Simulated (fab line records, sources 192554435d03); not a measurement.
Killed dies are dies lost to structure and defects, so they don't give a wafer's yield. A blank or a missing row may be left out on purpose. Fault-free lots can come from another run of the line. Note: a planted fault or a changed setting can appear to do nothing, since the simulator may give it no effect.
fab line records ; flow n5_finfet
[record] lots = 10; wafers = 30; last_day = 18
route steps=1938 shown SDB@373 DUMMY_REMOVAL@377 HKMG_FIN@389 PASSIVATION@1936
lots untouched by any fault: they come from a run of this same line in which no faults occurred
start_h: start of the lot's first displayed wafer, in hours after the record's first day ; wait_h: time in hours since the lot's previous step ; " same as the row above ; L1.1+2: several wafers, shown together as one row ; - no value, or no start was given ; * or withheld: withheld ; < > ~ a bound
route shown NAME@n: a module of which the file shows steps, and the number in the route of the first ; usual: mean/standard deviation of fault-free wafers ; same: alike in all rows ; chamber/n: place in a boat ; sites: readings site by site ; _std_site: how widely they spread, as a standard deviation ; _edge_site: mean of outer sites minus mean of inner sites ; radius_mm: how far each site lies from the wafer's centre ; mask NAME#n: copy n ; behind: tool/chamber where the wafer was last shaped ; hold: why the lot went on hold/how many hours it stayed there/how the hold came to an end ; device: names the non-switching transistor (n, p or np) ; end of line: at the end of the route, the tests of the same wafers ; a step with no rows: only its recipe ; killed: dies that structure and defects cost at the first sort, which is not the same as the wafer's yield ; map: a wafer's dies, x killed, . not, _ none there
set.NAME: the run value of the setting; set.NAME@STEP: its run value at that earlier step ; model.NAME: the simulator's own value behind a step, which no gauge read
steps of the route over a sample of lots; a table a step, a row a wafer
services: from which hour (start_h, from the record's first day; less than 0 if before it) a tool's chamber was out of use, for how many hours, and why
[[steps]]
[step N5_SDB_ALD_29]
[recipe] material = SiNx; target_thk_a = 300; temp_c = 400; ald_precursor_family = SiH2I2; ald_co_reactant = N2/H2-plasma; pulse_time_s = 1; ald_cycles = 600; purge_time_s = 2; co_reactant_purge_time_s = 2; pressure_torr = 2
[usual] heater_power_w = 828/79; precursor_pulse_height_rel = 1.001/0.019
lot.wafer;tool;chamber;start_h;wait_h;heater_power_w;precursor_pulse_height_rel
L986.1;ald_sin-03;3;73.89;0.0;782;1.002
L986.4;ald_sin-03;2;73.89;0.0;981;0.986
L986.5;ald_sin-03;2;75.24;1.4;962;0.996
L987.2;ald_sin-02;1;82.18;0.0;832;1.004
L987.3;ald_sin-02;2;82.18;0.0;838;0.981
L987.5;ald_sin-02;2;83.53;1.4;818;1.003
L989.1;ald_sin-01;2;89.27;0.2;1062;1.041
L989.4;ald_sin-01;0;89.27;0.2;819;1.000
L989.6;ald_sin-01;0;90.62;1.5;826;0.999
L993.1;ald_sin-03;2;115.81;0.0;974;1.006
L993.5;ald_sin-03;3;117.16;1.4;773;1.023
L993.6;ald_sin-03;0;117.16;1.4;801;1.004
L997.1;ald_sin-02;0;140.40;0.0;738;1.003
L997.4;ald_sin-02;1;140.40;0.0;815;1.011
L997.5;ald_sin-02;2;141.76;1.4;803;0.996
L996.3;ald_sin-03;3;142.38;0.0;774;1.010
L996.4;ald_sin-03;3;143.74;1.4;796;0.988
L996.5;ald_sin-03;1;143.74;1.4;769;0.983
L998.4;ald_sin-02;3;148.91;0.0;832;1.010
L998.5;ald_sin-02;2;150.26;1.4;795;1.008
L998.6;ald_sin-02;1;150.26;1.4;824;1.000
L100.3;ald_sin-02;2;159.30;0.0;842;0.995
L100.4;ald_sin-02;3;159.30;0.0;850;1.014
L100.6;ald_sin-02;1;160.65;1.4;821;1.004
L999.1;ald_sin-03;3;159.99;0.0;791;0.989
L999.4;ald_sin-03;2;159.99;0.0;945;0.983
L999.6;ald_sin-03;3;161.34;1.4;784;0.985
L105.2;ald_sin-03;2;187.23;0.1;942;1.016
L105.4;ald_sin-03;3;187.23;0.1;776;1.029
L105.5;ald_sin-03;3;188.58;1.5;777;0.989
[step N5_DUMMY_REMOVAL_HM_STRIP_01]
[recipe] chemistry = CH3F/O2; material = SiNx; target_depth_a = 40; stop_on = poly-Si; time_s = 6.8; over_etch_frac = 0.3; ion_energy_ev = 60; power_w = 410; bias_w = 29; Ar_flow_sccm = 150; CH3F_flow_sccm = 30; O2_flow_sccm = 20
[usual] CH3F_flow_sccm = 30.01/0.086; O2_flow_sccm = 20.00/0.062; drypump_motor_current_A = 5.7/0.51; oes_product_au = 0.66/0.057; rf_vpp_V = 127.6/0.97; showerhead_plenum_p_Torr = 2.01/0.062; throttle_valve_pct = 16.15/0.17
lot.wafer;tool;chamber;start_h;wait_h;CH3F_flow_sccm;O2_flow_sccm;drypump_motor_current_A;oes_product_au;rf_hours_counter_h;rf_vpp_V;showerhead_plenum_p_Torr;throttle_valve_pct
L986.1;rie_diel-02;2;76.98;0.0;30.12;19.98;6.1;0.69;34;127.8;2.04;16.28
L986.4;rie_diel-02;3;76.98;0.0;30.03;19.99;4.7;0.70;39;126.4;1.94;15.93
L986.5;rie_diel-02;3;76.98;0.0;29.93;19.95;4.7;0.71;-;126.8;1.94;15.94
L987.2;rie_diel-05;2;85.26;0.0;30.07;20.09;5.3;0.80;3;126.4;1.97;16.04
L987.3;rie_diel-05;3;85.26;0.0;29.93;20.00;5.8;0.64;117;129.6;2.09;15.97
L987.5;rie_diel-05;3;85.26;0.0;30.01;19.84;5.8;0.63;-;128.8;2.09;15.97
L989.1;rie_diel-05;1;92.35;0.0;30.11;19.91;6.0;0.63;128;127.3;2.00;16.02
L989.4;rie_diel-05;2;92.35;0.0;29.85;20.06;5.3;0.79;5;126.2;1.97;16.05
L989.6;rie_diel-05;1;92.35;0.0;30.11;20.00;6.0;0.62;-;127.6;2.00;16.02
L993.1;rie_diel-05;0;118.90;0.0;29.99;20.00;5.1;0.63;145;128.1;2.08;16.17
L993.5;rie_diel-05;2;118.90;0.0;29.90;19.97;5.3;0.77;-;127.9;1.97;16.07
L993.6;rie_diel-05;3;118.90;0.0;30.20;20.05;5.8;0.63;-;130.2;2.09;15.98
L997.1;rie_diel-05;3;143.49;0.0;29.98;19.96;5.8;0.62;133;128.8;2.09;16.00
L997.4;rie_diel-05;1;143.49;0.0;29.86;19.98;6.0;0.62;-;127.8;2.00;16.05
L997.5;rie_diel-05;2;143.49;0.0;29.97;19.92;5.3;0.76;-;126.2;1.96;16.09
L996.3;rie_diel-05;2;145.47;0.0;30.12;19.96;5.3;0.75;20;127.7;1.96;16.10
L996.4;rie_diel-05;3;145.47;0.0;30.12;20.02;5.8;0.63;-;127.9;2.09;15.98
L996.5;rie_diel-05;1;145.47;0.0;29.96;19.96;6.0;0.62;-;126.5;2.00;16.05
L998.4;rie_diel-02;1;152.00;0.0;29.94;20.00;6.4;0.73;19;127.1;2.14;16.16
L998.5;rie_diel-02;0;152.00;0.0;30.10;19.97;5.8;0.67;-;127.7;2.03;15.98
L998.6;rie_diel-02;3;152.00;0.0;30.15;19.92;4.7;0.67;-;128.6;1.94;15.95
L100.3;rie_diel-06;3;162.39;0.0;30.13;19.92;5.8;0.65;98;128.7;1.94;16.43
L100.4;rie_diel-06;1;162.39;0.0;30.07;20.02;5.2;0.66;84;126.6;1.94;16.22
L100.6;rie_diel-06;0;162.39;0.0;30.02;20.04;6.2;0.57;-;127.3;1.98;16.22
L999.1;rie_diel-02;2;163.08;0.0;29.94;19.97;6.1;0.67;55;128.9;2.04;16.34
L999.4;rie_diel-02;1;163.08;0.0;30.06;19.95;6.4;0.72;22;129.7;2.14;16.17
L999.6;rie_diel-02;0;163.08;0.0;30.11;20.07;5.8;0.66;-;128.3;2.03;15.99
L105.2;rie_diel-02;3;190.32;0.0;30.06;19.92;4.7;0.67;63;126.4;1.94;15.98
L105.4;rie_diel-02;0;190.32;0.0;29.96;20.01;5.8;0.66;100;127.8;2.03;16.00
L105.5;rie_diel-02;3;190.32;0.0;30.12;20.01;4.7;0.67;-;127.7;1.94;15.99
[step N5_DUMMY_REMOVAL_STRIP_10]
[recipe] chemistry = N2/H2; time_s = 40; power_w = 100; temp_c = 40; pressure_mtorr = 100; rf_frequency_hz = 6e+07; bias_power_w = 3; n2_flow_sccm = 300; h2_flow_sccm = 300
[usual] drypump_motor_current_A = 5.7/0.51; oes_product_au = 0.81/0.074; rf_vpp_V = 45.3/0.81; showerhead_plenum_p_Torr = 3.39/0.1; throttle_valve_pct = 12.02/0.18
lot.wafer;tool;chamber;start_h;wait_h;drypump_motor_current_A;oes_product_au;rf_hours_counter_h;rf_vpp_V;showerhead_plenum_p_Torr;throttle_valve_pct
L986.1;rie_diel-02;2;77.01;0.0;6.1;0.88;34;45.4;3.44;12.07
L986.4;rie_diel-02;3;77.01;0.0;4.7;0.87;39;45.1;3.30;11.82
L986.5;rie_diel-02;3;77.01;0.0;4.8;0.87;-;46.6;3.30;11.82
L987.2;rie_diel-05;2;85.30;0.0;5.3;1.00;3;45.4;3.32;11.85
L987.3;rie_diel-05;3;85.30;0.0;5.8;0.78;117;44.8;3.54;11.89
L987.5;rie_diel-05;3;85.30;0.0;5.8;0.78;-;46.1;3.54;11.92
L989.1;rie_diel-05;1;92.39;0.0;6.0;0.78;128;44.8;3.37;11.86
L989.4;rie_diel-05;2;92.39;0.0;5.3;0.98;5;44.6;3.32;11.87
L989.6;rie_diel-05;1;92.39;0.0;6.0;0.77;-;45.9;3.37;11.85
L993.1;rie_diel-05;0;118.93;0.0;5.0;0.77;145;44.7;3.53;12.05
L993.5;rie_diel-05;2;118.93;0.0;5.3;0.96;-;45.1;3.32;11.89
L993.6;rie_diel-05;3;118.93;0.0;5.8;0.77;-;45.7;3.53;11.92
L997.1;rie_diel-05;3;143.53;0.0;5.8;0.76;133;45.5;3.53;11.94
L997.4;rie_diel-05;1;143.53;0.0;6.0;0.77;-;44.1;3.37;11.88
L997.5;rie_diel-05;2;143.53;0.0;5.3;0.94;-;45.6;3.32;11.90
L996.3;rie_diel-05;2;145.50;0.0;5.3;0.94;20;45.8;3.32;11.89
L996.4;rie_diel-05;3;145.50;0.0;5.8;0.77;-;45.3;3.53;11.94
L996.5;rie_diel-05;1;145.50;0.0;6.0;0.76;-;44.5;3.37;11.91
L998.4;rie_diel-02;1;152.03;0.0;6.4;0.90;19;45.1;3.59;11.99
L998.5;rie_diel-02;0;152.03;0.0;5.8;0.82;-;45.1;3.41;11.77
L998.6;rie_diel-02;3;152.03;0.0;4.8;0.84;-;44.3;3.29;11.85
L100.3;rie_diel-06;3;162.42;0.0;5.8;0.81;98;45.1;3.27;12.24
L100.4;rie_diel-06;1;162.42;0.0;5.2;0.82;84;44.9;3.28;12.07
L100.6;rie_diel-06;0;162.42;0.0;6.2;0.71;-;43.8;3.35;12.27
L999.1;rie_diel-02;2;163.11;0.0;6.1;0.84;55;47.4;3.43;12.11
L999.4;rie_diel-02;1;163.11;0.0;6.4;0.90;22;45.1;3.59;12.00
L999.6;rie_diel-02;0;163.11;0.0;5.8;0.82;-;45.4;3.40;11.77
L105.2;rie_diel-02;3;190.35;0.0;4.7;0.83;63;44.3;3.29;11.87
L105.4;rie_diel-02;0;190.35;0.0;5.8;0.81;100;45.8;3.40;11.81
L105.5;rie_diel-02;3;190.35;0.0;4.7;0.83;-;46.0;3.29;11.89
[step N5_DUMMY_REMOVAL_INSPECT_06]
[recipe] inspect_instrument = brightfield; mode = aei
[usual] raw_defect_count = 11/4.7
lot.wafer;tool;chamber;start_h;wait_h;raw_defect_count
L986.1;defect_inspect-02;-;77.17;0.0;17
L986.4;defect_inspect-02;-;77.17;0.0;9
L986.5;defect_inspect-02;-;77.17;0.0;18
L987.2;defect_inspect-01;-;85.46;0.0;9
L987.3;defect_inspect-01;-;85.46;0.0;13
L987.5;defect_inspect-01;-;85.46;0.0;8
L989.1;defect_inspect-01;-;92.55;0.0;8
L989.4;defect_inspect-01;-;92.55;0.0;3
L989.6;defect_inspect-01;-;92.55;0.0;14
L993.1;defect_inspect-01;-;119.10;0.0;926
L993.5;defect_inspect-01;-;119.10;0.0;933
L993.6;defect_inspect-01;-;119.10;0.0;894
L997.1;defect_inspect-02;-;143.69;0.0;927
L997.4;defect_inspect-02;-;143.69;0.0;899
L997.5;defect_inspect-02;-;143.69;0.0;883
L996.3;defect_inspect-02;-;145.68;0.0;911
L996.4;defect_inspect-02;-;145.68;0.0;885
L996.5;defect_inspect-02;-;145.68;0.0;936
L998.4;defect_inspect-02;-;152.19;0.0;5
L998.5;defect_inspect-02;-;152.19;0.0;7
L998.6;defect_inspect-02;-;152.19;0.0;22
L100.3;defect_inspect-01;-;162.59;0.0;10
L100.4;defect_inspect-01;-;162.59;0.0;6
L100.6;defect_inspect-01;-;162.59;0.0;6
L999.1;defect_inspect-02;-;163.27;0.0;9
L999.4;defect_inspect-02;-;163.27;0.0;15
L999.6;defect_inspect-02;-;163.27;0.0;13
L105.2;defect_inspect-02;-;190.57;0.0;13
L105.4;defect_inspect-02;-;190.57;0.0;17
L105.5;defect_inspect-02;-;190.57;0.0;8
[step N5_HKMG_FIN_ALD_75]
[recipe] material = Al2O3; target_thk_a = 10; temp_c = 150; ald_precursor_family = TMA; ald_co_reactant = H2O; pulse_time_s = withheld; co_reactant_pulse_time_s = 1
[usual] heater_power_w = 157/18; precursor_pulse_height_rel = 1.003/0.02
lot.wafer;tool;chamber;start_h;wait_h;heater_power_w;precursor_pulse_height_rel
L986.1;ald_hk-02;3;78.04;0.0;183;0.979
L986.4;ald_hk-02;2;78.04;0.0;158;1.007
L986.5;ald_hk-02;2;78.04;0.0;161;0.999
L987.2;ald_hk-02;1;86.29;0.0;153;0.984
L987.3;ald_hk-02;0;86.29;0.0;145;0.999
L987.5;ald_hk-02;2;86.29;0.0;157;1.001
L989.1;ald_hk-03;1;93.59;0.0;170;1.005
L989.4;ald_hk-03;0;93.59;0.0;161;1.009
L989.6;ald_hk-03;2;93.59;0.0;185;1.033
L993.1;ald_hk-02;1;119.93;0.0;155;0.989
L993.5;ald_hk-02;3;119.93;0.0;187;0.997
L993.6;ald_hk-02;0;119.93;0.0;147;0.987
L997.1;ald_hk-01;0;144.53;0.0;144;1.052
L997.4;ald_hk-01;2;144.53;0.0;126;0.999
L997.5;ald_hk-01;1;144.53;0.0;153;1.008
L996.3;ald_hk-03;3;146.51;0.0;130;0.979
L996.4;ald_hk-03;1;146.51;0.0;170;1.040
L996.5;ald_hk-03;0;146.51;0.0;159;0.994
L998.4;ald_hk-02;2;153.04;0.0;163;1.013
L998.5;ald_hk-02;3;153.04;0.0;189;0.979
L998.6;ald_hk-02;2;153.04;0.0;159;1.032
L100.3;ald_hk-01;0;163.42;0.0;145;0.989
L100.4;ald_hk-01;2;163.42;0.0;125;1.034
L100.6;ald_hk-01;2;163.42;0.0;129;0.980
L999.1;ald_hk-03;1;164.11;0.0;173;1.004
L999.4;ald_hk-03;3;164.11;0.0;137;1.010
L999.6;ald_hk-03;1;164.11;0.0;174;1.040
L105.2;ald_hk-02;1;191.47;0.0;156;1.027
L105.4;ald_hk-02;0;191.47;0.0;147;1.007
L105.5;ald_hk-02;3;191.47;0.0;187;1.001
[step N5_PASSIVATION_PROBE_49]
[usual] killed_at_M0_to_M3 = 36/11; killed_at_M4_up = 14/5.6; killed_at_contacts = 11/5.6; killed_at_front_end = 40/12; killed_at_other = 4/3.2; killed_dies = 105/17; killed_open = 69/12; killed_short = 34/8.4
[same] gross_dies = 1180; killed_at_back_side = 0
lot.wafer;tool;chamber;start_h;wait_h;killed_at_M0_to_M3;killed_at_M4_up;killed_at_contacts;killed_at_front_end;killed_at_other;killed_dies;killed_open;killed_short
L993.1;prober-02;-;363.07;0.0;40;26;11;165;6;248;88;32
L993.5;prober-02;-;363.27;0.2;32;20;4;158;5;219;56;25
L993.6;prober-02;-;363.32;0.3;47;19;8;150;1;225;86;40
L997.1;prober-02;-;376.69;0.0;41;12;2;151;4;210;64;38
L997.4;prober-02;-;376.84;0.2;22;17;21;189;6;255;60;37
L997.5;prober-02;-;376.89;0.2;22;7;7;176;5;217;52;19
L100.3;prober-02;-;380.28;0.1;26;11;8;28;7;80;56;19
L100.4;prober-02;-;380.33;0.2;22;12;8;34;6;82;49;29
L100.6;prober-02;-;380.43;0.3;35;5;9;31;2;82;47;33
L998.4;prober-01;-;382.69;0.2;60;17;8;33;1;119;75;43
L998.5;prober-01;-;382.74;0.2;32;13;15;61;0;121;88;31
L998.6;prober-01;-;382.79;0.3;33;15;7;49;0;104;71;32
L996.3;prober-01;-;383.49;0.1;54;11;7;179;3;254;85;30
L996.4;prober-01;-;383.54;0.2;31;5;19;140;6;201;66;31
L996.5;prober-01;-;383.59;0.2;45;8;8;172;4;237;68;30
// killed by level:class
L993.1 DUMMY_REMOVAL:unspecified=126 BEOL_M4:geometric_particle:open=15 MOL_CONTACT_COAG:geometric_particle:open=10 BEOL_M0_SAQP:geometric_particle:open=10 FIN_SAQP:geometric_particle:open=9 STI_FIN_REVEAL:geometric_particle:open=8 BEOL_M0_SAQP:geometric_particle:short=7 BEOL_M1:geometric_particle:open=7
L993.5 DUMMY_REMOVAL:unspecified=137 BEOL_M4:geometric_particle:open=11 BEOL_M2:geometric_particle:open=8 BEOL_M0_SAQP:geometric_particle:short=7 BEOL_M0_SAQP:geometric_particle:open=6 BEOL_M1:geometric_particle:open=6 FIN_SAQP:geometric_particle:open=5 MOL_CONTACT_COAG:geometric_particle:open=4
L993.6 DUMMY_REMOVAL:unspecified=98 STI_FIN_REVEAL:geometric_particle:open=21 FIN_SAQP:geometric_particle:open=13 BEOL_M0_SAQP:geometric_particle:short=12 BEOL_M4:geometric_particle:open=9 BEOL_M0_SAQP:geometric_particle:open=8 MOL_CONTACT_COAG:geometric_particle:open=6 BEOL_M1:geometric_particle:open=6
L997.1 DUMMY_REMOVAL:unspecified=107 BEOL_M0_SAQP:geometric_particle:open=12 BEOL_M0_SAQP:geometric_particle:short=11 STI_FIN_REVEAL:geometric_particle:open=10 BEOL_M2:geometric_particle:open=8 FIN_SAQP:geometric_particle:open=7 FIN_SAQP:geometric_particle:short=7 STI_FIN_REVEAL:geometric_particle:short=4
L997.4 DUMMY_REMOVAL:unspecified=154 MOL_CONTACT_COAG:geometric_particle:open=16 BEOL_M4:geometric_particle:open=9 FIN_SAQP:geometric_particle:short=7 BEOL_M0_SAQP:geometric_particle:short=6 BEOL_M0_SAQP:geometric_particle:open=6 BEOL_M3:geometric_particle:open=6 STI_FIN_REVEAL:geometric_particle:open=5
L997.5 DUMMY_REMOVAL:unspecified=144 STI_FIN_REVEAL:geometric_particle:open=11 MOL_CONTACT_COAG:geometric_particle:open=7 BEOL_M0_SAQP:geometric_particle:open=7 BEOL_M2:geometric_particle:open=7 DUMMY_GATE:geometric_particle:open=6 ILD0:geometric_particle:short=4 BEOL_M3:geometric_particle:open=3
L100.3 STI_FIN_REVEAL:geometric_particle:open=12 MOL_CONTACT_COAG:geometric_particle:open=6 BEOL_M3:geometric_particle:open=6 DUMMY_GATE:geometric_particle:open=4 BEOL_M0_SAQP:geometric_particle:short=4 BEOL_M1:geometric_particle:open=4 BEOL_M2:geometric_particle:open=4 BEOL_M6:geometric_particle:open=4
L100.4 FIN_SAQP:geometric_particle:open=9 MOL_CONTACT_COAG:geometric_particle:open=7 BEOL_M0_SAQP:geometric_particle:short=6 BEOL_M0_SAQP:geometric_particle:open=5 STARTING-WAFER:geometric_particle:short=5 FIN_SAQP:geometric_particle:short=4 BEOL_M1:geometric_particle:open=4 BEOL_M4:geometric_particle:open=4
L100.6 BEOL_M0_SAQP:geometric_particle:short=12 BEOL_M0_SAQP:geometric_particle:open=9 MOL_CONTACT_COAG:geometric_particle:open=8 FIN_SAQP:geometric_particle:open=6 DUMMY_GATE:geometric_particle:open=6 BEOL_M3:geometric_particle:open=5 GATE_CUT:geometric_particle:short=4 BEOL_M2:geometric_particle:open=4
L998.4 BEOL_M0_SAQP:geometric_particle:open=25 BEOL_M0_SAQP:geometric_particle:short=20 FIN_SAQP:geometric_particle:open=7 MOL_CONTACT_COAG:geometric_particle:open=7 BEOL_M4:geometric_particle:open=5 STARTING-WAFER:geometric_particle:short=5 GATE_CUT:geometric_particle:short=4 BEOL_M2:geometric_particle:open=4
L998.5 FIN_SAQP:geometric_particle:open=30 MOL_CONTACT_COAG:geometric_particle:open=13 BEOL_M0_SAQP:geometric_particle:short=11 BEOL_M0_SAQP:geometric_particle:open=9 STI_FIN_REVEAL:geometric_particle:open=9 FIN_SAQP:geometric_particle:short=7 BEOL_M1:geometric_particle:open=5 STARTING-WAFER:geometric_particle:open=5
L998.6 STI_FIN_REVEAL:geometric_particle:open=21 BEOL_M0_SAQP:geometric_particle:short=12 BEOL_M0_SAQP:geometric_particle:open=11 FIN_SAQP:geometric_particle:open=9 BEOL_M4:geometric_particle:open=7 GATE_CUT:geometric_particle:short=5 MOL_CONTACT_COAG:geometric_particle:open=5 BEOL_M5:geometric_particle:open=5
L996.3 DUMMY_REMOVAL:unspecified=137 BEOL_M2:geometric_particle:open=12 FIN_SAQP:geometric_particle:open=9 STI_FIN_REVEAL:geometric_particle:open=9 BEOL_M0_SAQP:geometric_particle:open=9 BEOL_M1:geometric_particle:open=9 FIN_SAQP:geometric_particle:short=7 MOL_CONTACT_COAG:geometric_particle:open=7
L996.4 DUMMY_REMOVAL:unspecified=104 MOL_CONTACT_COAG:geometric_particle:open=14 STI_FIN_REVEAL:geometric_particle:open=12 FIN_SAQP:geometric_particle:open=8 BEOL_M0:geometric_particle:open=6 BEOL_M2:geometric_particle:open=6 MOL_CONTACT_COAG:geometric_particle:short=5 BEOL_M3:geometric_particle:open=5
L996.5 DUMMY_REMOVAL:unspecified=139 FIN_SAQP:geometric_particle:open=10 BEOL_M3:geometric_particle:open=10 BEOL_M0:geometric_particle:open=7 MOL_CONTACT_COAG:geometric_particle:open=7 BEOL_M1:geometric_particle:open=6 BEOL_M2:geometric_particle:open=6 FIN_SAQP:geometric_particle:short=5
[[services]]
tool;chamber;start_h;hours;kind
rie_diel-05;2;55.74;-;clean
rie_diel-05;2;55.74;-;consumable_replace:focus_ring
rie_diel-05;2;55.74;18.1;scheduled_down
rie_diel-05;2;55.74;18.1;vent_cycle
ald_sin-02;2;74.33;6.8;repair
ald_sin-03;-;79.71;2.8;pm
ald_sin-03;-;85.81;14.0;pm
ald_sin-03;0;85.81;14.0;vent_cycle
ald_sin-03;1;85.81;14.0;vent_cycle
ald_sin-03;2;85.81;14.0;vent_cycle
ald_sin-01;2;93.51;33.4;repair
rie_diel-02;0;96.26;6.7;repair
rie_diel-02;-;97.17;0.2;repair
ald_sin-02;-;97.52;6.0;pm
ald_sin-03;-;104.73;6.1;pm
rie_diel-02;-;112.60;2.8;pm
ald_sin-03;1;127.01;11.4;repair
rie_diel-06;2;128.81;12.8;repair
ald_hk-02;-;130.52;6.4;repair
ald_sin-01;0;131.12;7.1;repair
rie_diel-06;-;143.51;0.7;repair
rie_diel-02;3;173.20;15.3;repair
ald_sin-02;-;177.90;14.0;pm
rie_diel-02;0;191.16;13.6;repair
[[key]]
[first_sign] step = N5_DUMMY_REMOVAL_INSPECT_06; reading = raw_defect_count; direction = up; sigmas = 99+; usual = 11; struck = 910
[effect] step = N5_PASSIVATION_PROBE_49; reading = killed_at_front_end; direction = up; sigmas = 10; usual = 40; struck = 164
[more_kills_born_at] N5_DUMMY_REMOVAL_HM_STRIP_01@rie_diel-05 = 1146
met_at N5_DUMMY_REMOVAL_HM_STRIP_01
struck_lots L993,L996,L997
tester_left_out L993,L996,L997
not_acting_at N5_SDB_ALD_29,N5_DUMMY_REMOVAL_STRIP_10,N5_HKMG_FIN_ALD_75
onset_between 92.35 118.90
[fault] kind = chamber_particle_source; tool = rie_diel-05; chamber = -; onset_h = 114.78; steps = N5_DUMMY_REMOVAL_HM_STRIP_01; rate_per_visit_cm2 = 1.3671; end_h = 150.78
// tester_left_out: of these lots the tester's yield and bins aren't shown, on N5 and GAA mostly nor the transistor test; their killed dies are dies lost to structure and defects alone, not to doping, threshold or leakage, so they don't give the yield
